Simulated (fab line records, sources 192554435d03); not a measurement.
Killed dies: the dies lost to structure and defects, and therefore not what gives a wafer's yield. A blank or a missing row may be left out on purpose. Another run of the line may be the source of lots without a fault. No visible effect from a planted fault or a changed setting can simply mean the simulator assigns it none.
fab line records	flow n5_finfet
[record] lots = 24	wafers = 72	last_day = 18
route steps=1938 shown BEOL_M1@774 BEOL_M2@860
lots that met no fault: taken from a fault-free run of the same line
start_h: start of the lot's first displayed wafer, in hours after the record's first day	wait_h: hours from the lot's prior step to this one	" as in the row above	L1.1+2: a row that stands for several wafers	- no value, or no start was given	* or withheld: withheld	< > ~ a bound
route shown NAME@n: names a module that has steps shown in the file, with the first one's number in the route	usual: mean/standard deviation taken from wafers without a fault	same: alike in all rows	chamber/n: place in a boat	sites: readings site by site	_std_site: the standard deviation of these	_edge_site: outer sites' mean less inner sites'	radius_mm: how far each site lies from the wafer's centre	mask NAME#n: copy n	behind: the tool/chamber that last shaped the wafer	hold: reason for holding the lot/hours on hold/outcome of the hold	device: transistor that didn't switch, given as n, p or np	end of line: at the end of the route, the tests of the same wafers	a step given without rows: its recipe and nothing more	killed: the dies lost at the first sort to structure and to defects; this is not the yield of the wafer	map: dies across one wafer; x = killed, . = not, _ = none there
set.NAME: the setting as run; set.NAME@STEP: as run at that earlier step	model.NAME: the simulator's own value behind a step, which no gauge read
route steps across a sampled set of lots; one table per step, one row per wafer
services: a tool's chamber out of use, with start hour (start_h, from the record's first day; less than 0 if before it), hours out, and reason
[[steps]]
[step N5_BEOL_M1_HM_OPEN_17]
[recipe] chemistry = Cl2/BCl3	target_depth_a = 200	overetch_a = 60	target = TiN	mask_material = SOC	ion_energy_ev = 150	pressure_mtorr = 10	icp_w = 1000	bias_w = 126	Cl2_flow_sccm = 53.25	bcl3_flow_sccm = 21.75	Ar_flow_sccm = 25
[usual] drypump_motor_current_A = 6.05/0.3	oes_product_au = 0.68/0.076	throttle_valve_pct = 22.12/0.19
lot.wafer	tool	chamber	start_h	wait_h	drypump_motor_current_A	oes_product_au	rf_hours_counter_h	throttle_valve_pct
L074.2	rie_metal-01	0	124.69	0.0	5.30	0.66	35	21.74
L074.4	"	0	"	"	5.27	0.67	-	21.72
L074.6	"	0	"	"	5.28	0.67	-	21.75
L075.1	rie_metal-03	0	134.34	0.0	6.30	0.69	32	22.06
L075.4	"	1	"	"	6.05	0.52	-	22.02
L075.6	"	0	"	"	6.29	0.69	-	22.08
L076.3	rie_metal-02	0	137.44	0.1	6.13	0.78	-	22.10
L076.5	"	1	"	"	6.17	0.78	-	22.34
L076.6	"	0	"	"	6.09	0.78	-	22.07
L077.2	rie_metal-03	1	142.73	0.0	6.07	0.53	113	22.01
L077.4	"	0	"	"	6.36	0.69	-	22.04
L077.5	"	0	"	"	6.34	0.70	-	22.05
L078.1	rie_metal-02	0	146.06	0.0	6.05	0.77	8	22.11
L078.3	"	1	"	"	6.18	0.77	-	22.34
L078.4	"	0	"	"	6.08	0.77	-	22.10
L079.1	rie_metal-03	1	156.44	0.0	6.04	0.52	114	22.02
L079.3	"	0	"	"	6.30	0.70	-	22.06
L079.4	"	1	"	"	6.06	0.53	-	22.00
L080.2	rie_metal-02	0	156.69	0.0	6.10	0.76	9	22.11
L080.3	"	1	"	"	6.16	0.76	-	22.34
L080.6	"	1	"	"	6.20	0.76	-	22.36
L081.3	rie_metal-01	1	165.32	0.1	6.09	0.70	-	22.23
L081.5	"	1	"	"	6.09	0.69	-	22.24
L081.6	"	1	"	"	6.07	0.69	-	22.23
L082.4	rie_metal-03	1	168.01	0.1	6.05	0.51	-	22.03
L082.5	"	1	"	"	6.07	0.53	-	22.02
L082.6	"	0	"	"	6.32	0.69	-	22.03
L083.4	rie_metal-02	0	179.57	0.1	6.12	0.76	-	22.11
L083.5	"	1	"	"	6.17	0.75	-	22.36
L083.6	"	0	"	"	6.13	0.75	-	22.12
L085.2	rie_metal-01	0	185.58	0.0	5.31	0.66	38	21.74
L085.3	"	1	"	"	6.16	0.68	-	22.25
L085.5	"	0	"	"	5.29	0.65	-	21.74
L084.3	rie_metal-01	1	187.75	0.1	6.13	0.68	-	22.24
L084.4	"	0	"	"	5.27	0.66	-	21.73
L084.5	"	1	"	"	6.14	0.69	-	22.25
L086.1	rie_metal-02	0	195.12	0.0	6.09	0.74	12	22.14
L086.3	"	1	"	"	6.19	0.74	-	22.36
L086.5	"	1	"	"	6.20	0.75	-	22.37
L087.1	rie_metal-02	1	199.97	0.0	6.20	0.75	8	22.36
L087.3	"	1	"	"	6.19	0.75	-	22.35
L087.6	"	0	"	"	6.13	0.74	-	22.12
L088.2	rie_metal-02	0	205.35	0.0	6.13	0.74	13	22.12
L088.4	"	1	"	"	6.18	0.74	-	22.37
L088.5	"	0	"	"	6.11	0.73	-	22.13
L089.4	rie_metal-02	0	211.70	0.1	6.11	0.73	-	22.13
L089.5	"	0	"	"	6.15	0.73	-	22.14
L089.6	"	1	"	"	6.20	0.73	-	22.37
L090.1	rie_metal-03	0	218.58	0.0	6.28	0.68	40	22.06
L090.3	"	0	"	"	6.30	0.68	-	22.07
L090.5	"	1	"	"	6.06	0.51	-	22.04
L091.3	rie_metal-01	1	223.97	0.1	6.09	0.67	-	22.24
L091.5	"	1	"	"	6.15	0.68	-	22.25
L091.6	"	0	"	"	5.27	0.65	-	21.74
L092.2	rie_metal-03	0	229.29	0.0	6.29	0.68	40	22.08
L092.3	"	1	"	"	6.07	0.52	-	22.04
L092.6	"	1	"	"	6.10	0.51	-	22.05
L093.2	rie_metal-01	0	234.46	0.0	5.29	0.65	42	21.75
L093.3	"	0	"	"	5.28	0.65	-	21.74
L093.5	"	0	"	"	5.29	0.65	-	21.73
L094.1	rie_metal-03	0	247.42	0.0	6.31	0.68	42	22.07
L094.5	"	1	"	"	6.04	0.53	-	22.03
L094.6	"	0	"	"	6.31	0.68	-	22.07
L095.1	rie_metal-02	1	252.19	0.0	6.21	0.73	12	22.38
L095.4	"	1	"	"	6.22	0.73	-	22.38
L095.5	"	0	"	"	6.13	0.73	-	22.13
L096.1	rie_metal-02	0	255.93	0.0	6.09	0.73	16	22.14
L096.2	"	1	"	"	6.18	0.71	12	22.38
L096.5	"	1	"	"	6.17	0.72	-	22.37
L097.2	rie_metal-01	1	265.34	0.0	6.07	0.66	40	22.25
L097.3	"	1	"	"	6.10	0.67	-	22.25
L097.5	"	0	"	"	5.29	0.64	-	21.76
[step N5_BEOL_M1_CD_MEAS_28]
[recipe] landing_energy_ev = 500	detector = se_inlens	target_cd_y_nm = 23.3
[usual] cd_nm = 24.01/0.27
lot.wafer	tool	chamber	start_h	wait_h	cd_nm
L074.2	cd_sem-01	0	125.19	-	24.47
L074.4	"	0	"	"	24.36
L074.6	"	0	"	"	24.02
L075.1	cd_sem-01	0	134.85	-	23.45
L075.4	"	0	"	"	24.01
L075.6	"	0	"	"	23.60
L076.3	cd_sem-03	0	137.99	-	24.06
L076.5	"	0	"	"	23.67
L076.6	"	0	"	"	24.05
L077.2	cd_sem-01	0	143.23	-	23.95
L077.4	"	0	"	"	24.59
L077.5	"	0	"	"	23.58
L078.1	cd_sem-03	0	146.64	-	23.76
L078.3	"	0	"	"	23.99
L078.4	"	0	"	"	23.94
L079.1	cd_sem-03	0	157.13	-	24.21
L079.3	"	0	"	"	23.98
L079.4	"	0	"	"	24.04
L080.2	cd_sem-03	0	157.32	-	23.56
L080.3	"	0	"	"	23.89
L080.6	"	0	"	"	23.70
L081.3	cd_sem-01	0	165.85	-	23.64
L081.5	"	0	"	"	24.17
L081.6	"	0	"	"	24.16
L082.4	cd_sem-03	0	168.63	-	23.99
L082.5	"	0	"	"	24.00
L082.6	"	0	"	"	24.31
L083.4	cd_sem-01	0	186.21	-	23.76
L083.5	"	0	"	"	24.20
L083.6	"	0	"	"	23.79
L085.2	cd_sem-02	0	186.27	-	24.18
L085.3	"	0	"	"	23.80
L085.5	"	0	"	"	23.91
L084.3	cd_sem-01	0	188.22	-	23.72
L084.4	"	0	"	"	23.81
L084.5	"	0	"	"	23.94
L086.1	cd_sem-03	0	195.82	-	23.89
L086.3	"	0	"	"	24.01
L086.5	"	0	"	"	23.23
L087.1	cd_sem-03	0	200.51	-	23.37
L087.3	"	0	"	"	23.79
L087.6	"	0	"	"	23.86
L088.2	cd_sem-01	0	205.98	-	24.49
L088.4	"	0	"	"	24.25
L088.5	"	0	"	"	24.21
L089.4	cd_sem-01	0	212.18	-	24.03
L089.5	"	0	"	"	24.09
L089.6	"	0	"	"	24.15
L090.1	cd_sem-01	0	219.36	-	24.23
L090.3	"	0	"	"	24.07
L090.5	"	0	"	"	23.92
L091.3	cd_sem-03	0	224.56	-	24.09
L091.5	"	0	"	"	24.27
L091.6	"	0	"	"	23.85
L092.2	cd_sem-01	0	229.91	-	23.96
L092.3	"	0	"	"	23.57
L092.6	"	0	"	"	23.97
L093.2	cd_sem-03	0	235.09	-	24.03
L093.3	"	0	"	"	24.29
L093.5	"	0	"	"	24.13
L094.1	cd_sem-01	0	248.05	-	23.91
L094.5	"	0	"	"	23.84
L094.6	"	0	"	"	23.50
L095.1	cd_sem-02	0	252.69	-	24.07
L095.4	"	0	"	"	24.46
L095.5	"	0	"	"	24.30
L096.1	cd_sem-03	0	256.44	-	24.15
L096.2	"	0	"	"	24.29
L096.5	"	0	"	"	23.92
L097.2	cd_sem-01	0	265.97	-	24.04
L097.3	"	0	"	"	24.71
L097.5	"	0	"	"	24.67
[step N5_BEOL_M1_STRIP_97]
[recipe] chemistry = N2/H2	time_s = 10	power_w = 450	temp_c = 40	pressure_mtorr = 20	rf_frequency_hz = 6e+07	bias_power_w = 7	n2_flow_sccm = 200	h2_flow_sccm = 200
[usual] drypump_motor_current_A = 5.7/0.4	oes_product_au = 0.77/0.081	rf_vpp_V = 59.1/0.91	showerhead_plenum_p_Torr = 2.53/0.089	throttle_valve_pct = 23.72/0.26
lot.wafer	tool	chamber	start_h	wait_h	drypump_motor_current_A	oes_product_au	rf_hours_counter_h	rf_vpp_V	showerhead_plenum_p_Torr	throttle_valve_pct
L074.2	rie_diel-03	3	-	-	5.5	0.72	168	59.7	2.65	23.50
L074.4	"	1	"	"	5.7	0.79	125	60.1	2.55	23.34
L074.6	"	0	"	"	5.9	0.89	-	58.1	2.47	23.48
L075.1	rie_diel-04	2	-	-	5.8	0.75	151	57.7	2.53	23.32
L075.4	"	3	"	"	6.3	0.89	36	60.0	2.70	23.89
L075.6	"	0	"	"	5.5	0.71	-	59.1	2.41	23.97
L076.3	rie_diel-03	3	-	-	5.5	0.71	173	59.3	2.65	23.50
L076.5	"	0	"	"	5.9	0.88	-	59.3	2.47	23.47
L076.6	"	1	"	"	5.7	0.79	-	59.1	2.54	23.35
L077.2	rie_diel-02	3	-	-	4.9	0.74	192	57.8	2.41	23.89
L077.4	"	2	"	"	5.9	0.78	129	59.9	2.55	24.00
L077.5	"	2	"	"	5.8	0.78	-	58.3	2.55	23.99
L078.1	rie_diel-03	0	-	-	5.9	0.87	44	60.3	2.47	23.49
L078.3	"	3	"	"	5.5	0.71	175	59.5	2.64	23.50
L078.4	"	2	"	"	6.0	0.77	159	58.8	2.45	23.83
L079.1	rie_diel-03	3	-	-	5.5	0.70	179	59.3	2.64	23.50
L079.3	"	1	"	"	5.7	0.78	136	59.7	2.54	23.36
L079.4	"	0	"	"	6.0	0.87	-	57.6	2.47	23.50
L080.2	rie_diel-04	3	-	-	6.3	0.88	43	59.3	2.69	23.90
L080.3	"	0	"	"	5.5	0.71	215	59.5	2.41	23.97
L080.6	"	2	"	"	5.8	0.75	-	58.6	2.53	23.37
L081.3	rie_diel-02	3	-	-	4.9	0.72	200	59.0	2.41	23.90
L081.5	"	2	"	"	5.8	0.76	-	60.3	2.55	24.02
L081.6	"	1	"	"	6.4	0.67	-	59.9	2.49	23.49
L082.4	rie_diel-03	2	-	-	6.0	0.77	164	59.7	2.44	23.83
L082.5	"	1	"	"	5.7	0.77	-	59.1	2.54	23.37
L082.6	"	0	"	"	5.9	0.87	-	58.1	2.46	23.51
L083.4	rie_diel-04	2	-	-	5.8	0.74	167	59.4	2.52	23.36
L083.5	"	1	"	"	5.2	0.68	-	59.8	2.61	24.04
L083.6	"	0	"	"	5.5	0.70	-	59.1	2.41	23.98
L085.2	rie_diel-02	3	-	-	4.9	0.72	205	57.7	2.41	23.89
L085.3	"	1	"	"	6.3	0.67	249	60.0	2.49	23.51
L085.5	"	2	"	"	5.9	0.76	-	59.1	2.55	23.99
L084.3	rie_diel-04	3	-	-	6.3	0.87	52	61.6	2.69	23.92
L084.4	"	2	"	"	5.8	0.74	167	59.1	2.52	23.36
L084.5	"	0	"	"	5.5	0.70	-	58.9	2.41	23.96
L086.1	rie_diel-04	2	-	-	5.8	0.74	170	58.8	2.52	23.36
L086.3	"	1	"	"	5.2	0.67	243	58.0	2.61	24.05
L086.5	"	1	"	"	5.2	0.67	-	60.4	2.61	24.06
L088.2	rie_diel-02	2	-	-	5.9	0.76	148	59.2	2.54	24.04
L088.4	"	2	"	"	5.9	0.76	-	56.9	2.54	24.02
L088.5	"	0	"	"	5.7	0.94	-	58.5	2.62	23.72
L087.1	rie_diel-03	3	-	-	5.5	0.70	194	58.8	2.64	23.51
L087.3	"	2	"	"	6.0	0.76	175	59.4	2.44	23.85
L087.6	"	1	"	"	5.7	0.77	-	58.8	2.53	23.40
L089.4	rie_diel-02	2	-	-	5.9	0.76	-	59.8	2.54	24.02
L089.5	"	0	"	"	5.7	0.94	-	59.4	2.62	23.72
L089.6	"	3	"	"	4.9	0.71	-	58.0	2.40	23.92
L090.1	rie_diel-04	3	-	-	6.3	0.85	62	59.5	2.69	23.93
L090.3	"	0	"	"	5.5	0.68	230	58.1	2.40	23.99
L090.5	"	3	"	"	6.3	0.84	-	59.3	2.69	23.93
L091.3	rie_diel-02	2	-	-	5.9	0.76	157	59.9	2.54	24.03
L091.5	"	2	"	"	5.8	0.75	-	59.5	2.54	24.04
L091.6	"	1	"	"	6.4	0.98	-	59.4	2.49	23.23
L092.2	rie_diel-03	2	-	-	6.0	0.76	182	57.3	2.44	23.86
L092.3	"	0	"	"	5.9	0.84	68	58.0	2.46	23.53
L092.6	"	0	"	"	5.9	0.84	-	57.7	2.46	23.52
L093.2	rie_diel-02	3	-	-	4.9	0.71	222	59.2	2.40	23.94
L093.3	"	0	"	"	5.7	0.94	15	59.1	2.61	23.73
L093.5	"	2	"	"	5.9	0.75	-	61.7	2.54	24.05
L094.1	rie_diel-03	1	-	-	5.7	0.76	163	60.4	2.53	23.41
L094.5	"	1	"	"	5.7	0.77	-	59.2	2.53	23.39
L094.6	"	2	"	"	6.1	0.74	-	58.9	2.43	23.87
L095.1	rie_diel-02	3	-	-	4.9	0.71	229	59.0	2.40	23.95
L095.4	"	0	"	"	5.7	0.91	-	58.5	2.61	23.74
L095.5	"	2	"	"	5.8	0.74	-	59.1	2.54	24.04
L096.1	rie_diel-04	1	-	-	5.2	0.98	2	59.8	2.61	23.64
L096.2	"	2	"	"	5.8	0.72	190	58.9	2.51	23.40
L096.5	"	0	"	"	5.5	0.68	-	58.2	2.40	24.02
L097.2	rie_diel-03	0	-	-	6.0	0.82	77	59.1	2.45	23.54
L097.3	"	3	"	"	5.5	0.68	210	58.8	2.63	23.55
L097.5	"	3	"	"	5.5	0.69	-	60.7	2.63	23.55
[step N5_BEOL_M1_SPUTTER_81]
[recipe] material = Cu	target_thk_a = 45	temp_c = -20	chamber_pressure_pa = 0.07	power_w = withheld	time_s = 8.29
[usual] chuck_gas_flow_sccm = 1.26/0.057	throttle_valve_pct = 30.2/0.99
lot.wafer	tool	chamber	start_h	wait_h	chuck_gas_flow_sccm	throttle_valve_pct
L074.2	pvd_sputter-02	-	128.73	0.1	1.31	28.0
L074.4	"	-	"	"	1.29	28.7
L074.6	"	-	"	"	1.25	31.1
L075.1	pvd_sputter-02	-	139.51	0.1	1.14	28.8
L075.4	"	-	"	"	1.28	30.7
L075.6	"	-	"	"	1.24	30.5
L076.3	pvd_sputter-01	-	142.96	0.1	1.13	30.8
L076.5	"	-	"	"	1.18	30.9
L076.6	"	-	"	"	1.32	29.5
L077.2	pvd_sputter-03	-	148.24	0.1	1.32	30.2
L077.4	"	-	"	"	1.21	30.5
L077.5	"	-	"	"	1.21	30.0
L078.1	pvd_sputter-01	-	151.12	0.1	1.32	31.0
L078.3	"	-	"	"	1.34	29.8
L078.4	"	-	"	"	1.21	29.8
L079.1	pvd_sputter-01	-	159.86	0.1	1.29	29.8
L079.3	"	-	"	"	1.22	32.1
L079.4	"	-	"	"	1.19	29.7
L080.2	pvd_sputter-03	-	161.58	0.1	1.33	30.7
L080.3	"	-	"	"	1.24	30.2
L080.6	"	-	"	"	1.28	29.8
L081.3	pvd_sputter-03	-	179.91	0.1	1.19	29.8
L081.5	"	-	"	"	1.31	31.0
L081.6	"	-	"	"	1.24	30.0
L082.4	pvd_sputter-01	-	179.95	0.1	1.29	31.0
L082.5	"	-	"	"	1.25	31.1
L082.6	"	-	"	"	1.26	32.0
L083.4	pvd_sputter-01	-	192.16	0.1	1.16	29.5
L083.5	"	-	"	"	1.24	30.0
L083.6	"	-	"	"	1.29	29.8
L085.2	pvd_sputter-03	-	193.80	0.1	1.22	29.4
L085.3	"	-	"	"	1.38	30.5
L085.5	"	-	"	"	1.27	29.6
L084.3	pvd_sputter-01	-	194.12	0.1	1.26	32.2
L084.4	"	-	"	"	1.33	30.7
L084.5	"	-	"	"	1.15	31.0
L086.1	pvd_sputter-01	-	206.18	0.1	1.31	30.7
L086.3	"	-	"	"	1.23	30.0
L086.5	"	-	"	"	1.32	29.9
L088.2	pvd_sputter-02	-	209.21	0.1	1.34	31.1
L088.4	"	-	"	"	1.22	28.7
L088.5	"	-	"	"	1.23	28.0
L087.1	pvd_sputter-01	-	212.66	0.1	1.32	29.6
L087.3	"	-	"	"	1.28	29.6
L087.6	"	-	"	"	1.21	30.8
L089.4	pvd_sputter-03	-	218.48	0.1	1.22	30.2
L089.5	"	-	"	"	1.32	30.4
L089.6	"	-	"	"	1.27	29.9
L090.1	pvd_sputter-03	-	229.90	0.1	1.19	30.2
L090.3	"	-	"	"	1.15	29.7
L090.5	"	-	"	"	1.36	29.7
L091.3	pvd_sputter-01	-	237.36	0.1	1.22	30.8
L091.5	"	-	"	"	1.20	31.9
L091.6	"	-	"	"	1.20	30.9
L092.2	pvd_sputter-02	-	239.73	0.1	1.26	28.1
L092.3	"	-	"	"	1.27	29.0
L092.6	"	-	"	"	1.27	31.0
L093.2	pvd_sputter-02	-	242.57	0.1	1.26	30.5
L093.3	"	-	"	"	1.21	28.9
L093.5	"	-	"	"	1.20	30.6
L094.1	pvd_sputter-03	-	253.77	0.1	1.32	30.6
L094.5	"	-	"	"	1.29	29.9
L094.6	"	-	"	"	1.25	30.9
L095.1	pvd_sputter-02	-	264.68	0.1	1.32	30.3
L095.4	"	-	"	"	1.27	28.2
L095.5	"	-	"	"	1.29	31.1
L096.1	pvd_sputter-02	-	269.31	0.1	1.21	30.3
L096.2	"	-	"	"	1.23	28.7
L096.5	"	-	"	"	1.31	30.8
L097.2	pvd_sputter-01	-	269.52	0.1	1.23	32.2
L097.3	"	-	"	"	1.19	29.6
L097.5	"	-	"	"	1.27	29.8
[step N5_BEOL_M1_ANNEAL_51]
[recipe] temp_c = 225	time_s = 90	ambient = N2
[usual] wafer_temp_C_max = 225.97/0.29
lot.wafer	tool	chamber	start_h	wait_h	wafer_temp_C_max
L074.2	rtp_anneal-01	0	130.29	0.1	226.06
L074.4	"	0	"	"	226.20
L074.6	"	0	"	"	226.87
L075.1	rtp_anneal-01	0	141.02	0.1	226.13
L075.4	"	0	"	"	226.07
L075.6	"	0	"	"	226.75
L076.3	rtp_anneal-02	0	144.57	0.1	225.87
L076.5	"	0	"	"	225.58
L076.6	"	0	"	"	225.74
L077.2	rtp_anneal-02	0	149.93	0.2	225.75
L077.4	"	0	"	"	225.82
L077.5	"	0	"	"	225.76
L078.1	rtp_anneal-01	0	152.64	0.1	225.95
L078.3	"	0	"	"	225.47
L078.4	"	0	"	"	225.76
L079.1	rtp_anneal-02	0	161.37	0.1	226.11
L079.3	"	0	"	"	226.11
L079.4	"	0	"	"	226.01
L080.2	rtp_anneal-01	0	163.14	0.1	226.03
L080.3	"	0	"	"	225.96
L080.6	"	0	"	"	226.28
L082.4	rtp_anneal-02	0	181.60	0.2	225.70
L082.5	"	0	"	"	226.01
L082.6	"	0	"	"	225.75
L081.3	rtp_anneal-01	0	181.60	0.2	226.63
L081.5	"	0	"	"	226.20
L081.6	"	0	"	"	225.94
L083.4	rtp_anneal-02	0	193.86	0.2	225.91
L083.5	"	0	"	"	225.65
L083.6	"	0	"	"	225.86
L085.2	rtp_anneal-02	0	195.36	0.1	225.51
L085.3	"	0	"	"	225.65
L085.5	"	0	"	"	225.79
L084.3	rtp_anneal-01	0	195.89	0.2	226.24
L084.4	"	0	"	"	226.12
L084.5	"	0	"	"	225.97
L086.1	rtp_anneal-02	0	207.70	0.1	225.51
L086.3	"	0	"	"	226.00
L086.5	"	0	"	"	225.67
L088.2	rtp_anneal-02	0	210.77	0.1	225.36
L088.4	"	0	"	"	225.33
L088.5	"	0	"	"	225.88
L087.1	rtp_anneal-01	0	214.20	0.1	225.95
L087.3	"	0	"	"	225.95
L087.6	"	0	"	"	226.33
L089.4	rtp_anneal-02	0	220.26	0.3	225.92
L089.5	"	0	"	"	225.53
L089.6	"	0	"	"	225.74
L090.1	rtp_anneal-01	0	231.47	0.1	226.05
L090.3	"	0	"	"	226.21
L090.5	"	0	"	"	226.36
L091.3	rtp_anneal-02	0	238.97	0.1	225.74
L091.5	"	0	"	"	225.96
L091.6	"	0	"	"	225.85
L092.2	rtp_anneal-01	0	241.29	0.1	226.18
L092.3	"	0	"	"	225.99
L092.6	"	0	"	"	226.42
L093.2	rtp_anneal-01	0	244.13	0.1	226.26
L093.3	"	0	"	"	225.96
L093.5	"	0	"	"	225.73
L094.1	rtp_anneal-02	0	255.28	0.1	225.78
L094.5	"	0	"	"	225.93
L094.6	"	0	"	"	226.06
L095.1	rtp_anneal-02	0	266.20	0.1	225.72
L095.4	"	0	"	"	226.32
L095.5	"	0	"	"	225.61
L096.1	rtp_anneal-01	0	270.83	0.1	226.26
L096.2	"	0	"	"	226.09
L096.5	"	0	"	"	226.30
L097.2	rtp_anneal-02	0	271.10	0.1	225.86
L097.3	"	0	"	"	226.02
L097.5	"	0	"	"	226.13
[step N5_BEOL_M2_ETCH_64]
[recipe] chemistry = N2/H2	target = SOC	target_depth_a = 750	overetch_a = 225	mask_material = SiARC	temp_c = 40	time_s = 121.9	ion_energy_ev = 200	pressure_mtorr = 30	source_w = 840	bias_w = 150	n2_flow_sccm = 200	h2_flow_sccm = 200
[usual] drypump_motor_current_A = 5.6/0.58	oes_product_au = 0.59/0.065	rf_vpp_V = 523.0/2.6	showerhead_plenum_p_Torr = 2.52/0.082	throttle_valve_pct = 17.8/0.3
lot.wafer	tool	chamber	start_h	wait_h	drypump_motor_current_A	oes_product_au	rf_hours_counter_h	rf_vpp_V	showerhead_plenum_p_Torr	throttle_valve_pct
L074.2	rie_diel-06	3	132.21	0.0	5.4	0.54	200	519.8	2.44	18.3
L074.4	"	0	"	"	5.6	0.59	148	524.4	2.54	17.7
L074.6	"	2	"	"	6.6	0.52	-	519.3	2.41	17.9
L075.1	rie_diel-06	1	143.07	0.0	4.9	0.59	139	521.8	2.45	18.0
L075.4	"	0	"	"	5.6	0.58	151	524.6	2.54	17.7
L075.6	"	0	"	"	5.6	0.59	-	524.4	2.54	17.7
L076.3	rie_diel-01	2	147.31	0.0	6.4	0.65	55	525.4	2.57	17.2
L076.5	"	1	"	"	5.1	0.57	-	525.0	2.55	17.8
L076.6	"	0	"	"	4.9	0.62	-	521.1	2.47	17.8
L077.2	rie_diel-06	1	153.71	0.0	4.9	0.58	143	521.8	2.45	18.0
L077.4	"	3	"	"	5.5	0.53	210	521.1	2.44	18.3
L077.5	"	3	"	"	5.5	0.53	-	520.3	2.44	18.3
L078.1	rie_diel-01	1	155.66	0.0	5.1	0.57	154	523.9	2.54	17.8
L078.3	"	2	"	"	6.5	0.64	59	524.8	2.57	17.2
L078.4	"	0	"	"	4.9	0.62	99	520.5	2.46	17.9
L079.1	rie_diel-01	3	164.37	0.0	5.3	0.52	245	522.9	2.52	18.1
L079.3	"	2	"	"	6.5	0.63	63	526.1	2.57	17.2
L079.4	"	2	"	"	6.4	0.64	-	524.4	2.57	17.2
L080.2	rie_diel-06	3	164.89	0.0	5.5	0.52	215	520.0	2.44	18.3
L080.3	"	1	"	"	4.9	0.58	148	521.3	2.44	18.0
L080.6	"	0	"	"	5.6	0.59	-	524.1	2.54	17.7
L082.4	rie_diel-01	1	183.19	0.1	5.1	0.56	-	522.0	2.54	17.8
L082.5	"	2	"	"	6.4	0.63	-	524.0	2.57	17.2
L082.6	"	0	"	"	4.9	0.61	-	520.7	2.46	17.9
L081.3	rie_diel-05	3	183.50	0.0	6.1	0.54	201	526.2	2.62	18.2
L081.5	"	3	"	"	6.1	0.54	-	526.1	2.62	18.2
L081.6	"	2	"	"	5.5	0.51	-	525.9	2.62	17.8
L083.4	rie_diel-06	1	196.16	0.1	4.9	0.57	-	519.9	2.44	18.1
L083.5	"	3	"	"	5.5	0.52	-	520.3	2.43	18.3
L083.6	"	0	"	"	5.6	0.57	-	524.6	2.53	17.7
L085.2	rie_diel-01	0	198.97	0.0	4.9	0.60	117	522.4	2.46	17.9
L085.3	"	2	"	"	6.5	0.62	75	525.7	2.56	17.3
L085.5	"	2	"	"	6.5	0.63	-	524.2	2.56	17.2
L084.3	rie_diel-06	0	199.27	0.0	5.6	0.58	174	522.4	2.53	17.8
L084.4	"	3	"	"	5.5	0.52	-	517.9	2.43	18.3
L084.5	"	0	"	"	5.6	0.58	-	523.7	2.53	17.8
L086.1	rie_diel-06	3	211.54	0.0	5.4	0.52	234	519.7	2.43	18.3
L086.3	"	0	"	"	5.6	0.57	180	524.2	2.53	17.8
L086.5	"	3	"	"	5.5	0.51	-	518.3	2.43	18.3
L088.2	rie_diel-05	0	212.76	0.0	6.1	0.65	53	521.9	2.48	17.5
L088.4	"	3	"	"	6.1	0.53	-	525.1	2.62	18.2
L088.5	"	0	"	"	6.1	0.65	-	523.0	2.48	17.5
L087.1	rie_diel-01	2	218.16	0.0	6.3	0.62	82	525.6	2.56	17.3
L087.3	"	0	"	"	4.9	0.60	123	521.5	2.45	17.9
L087.6	"	1	"	"	5.1	0.56	-	521.9	2.53	17.8
L089.4	rie_diel-01	1	223.62	0.0	5.1	0.55	177	525.8	2.53	17.8
L089.5	"	1	"	"	5.1	0.55	-	524.2	2.53	17.8
L089.6	"	2	"	"	6.4	0.62	-	525.0	2.56	17.3
L090.1	rie_diel-01	3	233.69	0.0	5.2	0.71	11	523.4	2.51	17.7
L090.3	"	1	"	"	5.1	0.55	181	524.0	2.53	17.8
L090.5	"	0	"	"	4.9	0.59	-	521.5	2.45	17.9
L091.3	rie_diel-01	0	243.21	0.0	4.9	0.59	131	523.1	2.45	17.9
L091.5	"	3	"	"	5.2	0.72	-	523.5	2.51	17.7
L091.6	"	2	"	"	6.4	0.61	-	524.2	2.56	17.3
L092.2	rie_diel-06	1	244.30	0.0	4.9	0.56	181	521.2	2.43	18.1
L092.3	"	2	"	"	6.6	0.73	15	529.2	2.72	17.5
L092.6	"	1	"	"	4.9	0.56	-	521.5	2.43	18.1
L093.2	rie_diel-06	3	247.02	0.0	5.4	0.51	249	521.6	2.42	18.4
L093.3	"	1	"	"	4.9	0.56	182	521.3	2.43	18.1
L093.5	"	3	"	"	5.4	0.51	-	517.8	2.42	18.4
L094.1	rie_diel-05	3	261.26	0.0	6.1	0.53	232	526.7	2.61	18.2
L094.5	"	3	"	"	6.0	0.53	-	524.1	2.61	18.2
L094.6	"	2	"	"	5.5	0.71	-	525.7	2.61	17.5
L095.1	rie_diel-05	1	268.69	0.0	5.8	0.72	9	523.1	2.49	17.5
L095.4	"	0	"	"	6.1	0.64	68	521.2	2.47	17.5
L095.5	"	3	"	"	6.0	0.53	-	526.2	2.61	18.2
L096.1	rie_diel-06	3	273.28	0.0	5.4	0.72	1	528.0	2.74	18.0
L096.2	"	1	"	"	4.9	0.56	193	519.5	2.43	18.1
L096.5	"	3	"	"	5.5	0.71	-	529.1	2.74	18.0
L097.2	rie_diel-06	0	273.58	0.0	5.6	0.57	193	524.7	2.52	17.8
L097.3	"	3	"	"	5.5	0.72	1	529.0	2.74	18.0
L097.5	"	1	"	"	4.8	0.55	-	520.9	2.43	18.1
[[services]]
tool	chamber	start_h	hours	kind
rie_diel-04	3	116.29	12.9	repair
rie_metal-02	-	121.53	2.8	pm
rie_diel-05	-	147.49	16.3	repair
rie_metal-01	0	155.40	25.5	repair
pvd_sputter-02	-	162.27	23.5	repair
rie_metal-03	-	162.48	0.4	repair
rie_diel-01	1	164.18	2.6	repair
rie_diel-04	0	176.83	7.2	repair
rie_metal-03	-	177.06	1.4	pm
rie_diel-06	2	186.97	-	clean
rie_diel-06	2	186.97	-	consumable_replace:focus_ring
rie_diel-06	2	186.97	-	consumable_replace:showerhead
rie_diel-06	2	186.97	13.7	scheduled_down
rie_diel-06	2	186.97	13.7	vent_cycle
rie_diel-04	0	204.06	8.8	repair
rie_diel-05	-	220.37	0.1	repair
rie_metal-02	-	233.82	14.6	pm
rie_diel-05	-	242.12	2.8	pm
rie_diel-05	0	249.32	13.7	repair
rie_diel-06	3	249.67	-	clean
rie_diel-06	3	249.67	-	consumable_replace:focus_ring
rie_diel-06	3	249.67	-	consumable_replace:showerhead
rie_diel-02	1	257.11	6.0	repair
rie_diel-01	1	266.36	5.0	repair
[[key]]
fault none
